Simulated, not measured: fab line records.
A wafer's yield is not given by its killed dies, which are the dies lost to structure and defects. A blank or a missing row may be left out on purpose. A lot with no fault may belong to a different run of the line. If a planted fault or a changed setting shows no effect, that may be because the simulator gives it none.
Split-lot experiment || flow n5Finfet || 7 lots, 21 wafers read, on a route of 1938 steps

SPLIT DETAILS
At N5_BEOL_M8_ILD_DEP_00 (deposits SiCOH lowk from DEMS/porogen, target thk 179.75 nm, time 33.4 s), the setting timeS was moved away from the recipe's 33.4 s on 7 of the 21 wafers read, by -9.3% to +6.8%. The other wafers ran this setting at the recipe's value.

FROM SPLIT TO READING: 1 step shown by the file between the two
- N5_BEOL_M8_CURE_74: cures SiCOH lowk, time 240 s

THE READING
M8_ILD_THK, in nm, at N5_BEOL_M8_THK_MEAS_01. On this fab line, fault-free wafers typically give 155.2 nm with a standard deviation of 2.6 nm.

{"wafer": "L077.2", "tool, chamber at the split": "pecvd-04, 1", "timeS as run, s": 33.4, "against the recipe": "recipe", "M8_ILD_THK, nm": 154.1, "against lot-mates on the recipe": "-"}
{"wafer": "L077.4", "tool, chamber at the split": "pecvd-04, 1", "timeS as run, s": 33.4, "against the recipe": "recipe", "M8_ILD_THK, nm": 159.7, "against lot-mates on the recipe": "-"}
{"wafer": "L077.5", "tool, chamber at the split": "pecvd-04, 1", "timeS as run, s": 33.4, "against the recipe": "recipe", "M8_ILD_THK, nm": 157.8, "against lot-mates on the recipe": "-"}
{"wafer": "L076.1", "tool, chamber at the split": "pecvd-04, 2", "timeS as run, s": 31.26, "against the recipe": "-6.4%", "M8_ILD_THK, nm": 148.0, "against lot-mates on the recipe": -7.4}
{"wafer": "L076.2", "tool, chamber at the split": "pecvd-04, 1", "timeS as run, s": 33.4, "against the recipe": "recipe", "M8_ILD_THK, nm": 155.4, "against lot-mates on the recipe": "-"}
{"wafer": "L076.6", "tool, chamber at the split": "pecvd-04, 2", "timeS as run, s": 31.26, "against the recipe": "-6.4%", "M8_ILD_THK, nm": 148.5, "against lot-mates on the recipe": -6.9}
{"wafer": "L081.4", "tool, chamber at the split": "pecvd-01, 0", "timeS as run, s": 33.4, "against the recipe": "recipe", "M8_ILD_THK, nm": 156.0, "against lot-mates on the recipe": "-"}
{"wafer": "L081.5", "tool, chamber at the split": "pecvd-01, 0", "timeS as run, s": 33.4, "against the recipe": "recipe", "M8_ILD_THK, nm": 156.2, "against lot-mates on the recipe": "-"}
{"wafer": "L081.6", "tool, chamber at the split": "pecvd-01, 1", "timeS as run, s": 33.4, "against the recipe": "recipe", "M8_ILD_THK, nm": 150.7, "against lot-mates on the recipe": "-"}
{"wafer": "L080.2", "tool, chamber at the split": "pecvd-04, 2", "timeS as run, s": 33.4, "against the recipe": "recipe", "M8_ILD_THK, nm": 155.8, "against lot-mates on the recipe": "-"}
{"wafer": "L080.5", "tool, chamber at the split": "pecvd-04, 1", "timeS as run, s": 33.4, "against the recipe": "recipe", "M8_ILD_THK, nm": 157.7, "against lot-mates on the recipe": "-"}
{"wafer": "L080.6", "tool, chamber at the split": "pecvd-04, 2", "timeS as run, s": 33.4, "against the recipe": "recipe", "M8_ILD_THK, nm": 157.3, "against lot-mates on the recipe": "-"}
{"wafer": "L084.1", "tool, chamber at the split": "pecvd-03, 0", "timeS as run, s": 33.4, "against the recipe": "recipe", "M8_ILD_THK, nm": 154.7, "against lot-mates on the recipe": "-"}
{"wafer": "L084.4", "tool, chamber at the split": "pecvd-03, 2", "timeS as run, s": 33.4, "against the recipe": "recipe", "M8_ILD_THK, nm": 158.9, "against lot-mates on the recipe": "-"}
{"wafer": "L084.5", "tool, chamber at the split": "pecvd-03, 0", "timeS as run, s": 31.78, "against the recipe": "-4.9%", "M8_ILD_THK, nm": 150.2, "against lot-mates on the recipe": -6.6}
{"wafer": "L085.2", "tool, chamber at the split": "pecvd-04, 0", "timeS as run, s": 30.31, "against the recipe": "-9.3%", "M8_ILD_THK, nm": 141.1, "against lot-mates on the recipe": -16.6}
{"wafer": "L085.3", "tool, chamber at the split": "pecvd-04, 2", "timeS as run, s": 33.4, "against the recipe": "recipe", "M8_ILD_THK, nm": 157.7, "against lot-mates on the recipe": "-"}
{"wafer": "L085.5", "tool, chamber at the split": "pecvd-04, 0", "timeS as run, s": 30.31, "against the recipe": "-9.3%", "M8_ILD_THK, nm": 143.2, "against lot-mates on the recipe": -14.5}
{"wafer": "L095.1", "tool, chamber at the split": "pecvd-04, 2", "timeS as run, s": 35.66, "against the recipe": "+6.8%", "M8_ILD_THK, nm": 165.3, "against lot-mates on the recipe": "+8.8"}
{"wafer": "L095.2", "tool, chamber at the split": "pecvd-04, 0", "timeS as run, s": 33.4, "against the recipe": "recipe", "M8_ILD_THK, nm": 156.5, "against lot-mates on the recipe": "-"}
{"wafer": "L095.5", "tool, chamber at the split": "pecvd-04, 2", "timeS as run, s": 35.66, "against the recipe": "+6.8%", "M8_ILD_THK, nm": 167.5, "against lot-mates on the recipe": "+11.0"}

FIT RESULTS
A straight line over all 21 wafers: M8_ILD_THK changes by +1.45 nm for each +1% of timeS; r = +0.95; the points scatter about the line by 2 nm.
The same after taking each lot's own level away (the mean of its wafers on the recipe; 21 wafers): +1.48 nm for each +1%; r = +0.96; scatter 1.9 nm.
That fit puts the effect of the largest move of timeS on the reading at 14 nm.
From 154.30 to 157.70 nm: that is the span of the lots' own levels, equal to 1.3 times the standard deviation above.
The two slopes agree, so the slope changes little with the lot-to-lot level.
Check: for one of the wafers moved furthest among these (-9.3%), held out of the fit, the line's prediction against its lot-mates is -12.7 nm. Against them it came out at -16.6 nm.

THE WHOLE CHAIN: every reading that the file lists as answering this split, in the file's order
{"step": "N5_BEOL_M8_ILD_DEP_00", "what it does": "deposits SiCOH lowk from DEMS/porogen, target thk 179.75 nm, time 33.4 s", "reading": "SiCOH_lowk_of_BEOL_M8_ILD_DEP_00.thkNm (the simulator's own value, which no gauge read)", "change (the file's fit)": "+1.69 nm for each +1% of the setting", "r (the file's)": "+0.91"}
{"step": "N5_BEOL_M8_CURE_74", "what it does": "cures SiCOH lowk, time 240 s", "reading": "SiCOH_lowk_of_BEOL_M8_ILD_DEP_00.thkNm (the simulator's own value, which no gauge read)", "change (the file's fit)": "+1.48 nm for each +1% of the setting", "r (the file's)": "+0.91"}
{"step": "N5_BEOL_M8_THK_MEAS_01", "what it does": "", "reading": "M8_ILD_THK", "change (the file's fit)": "+1.47 for each +1% of the setting", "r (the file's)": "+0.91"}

FILE'S OWN FIT
M8_ILD_THK changes by +1.47 nm for each +1% of timeS, r = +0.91.
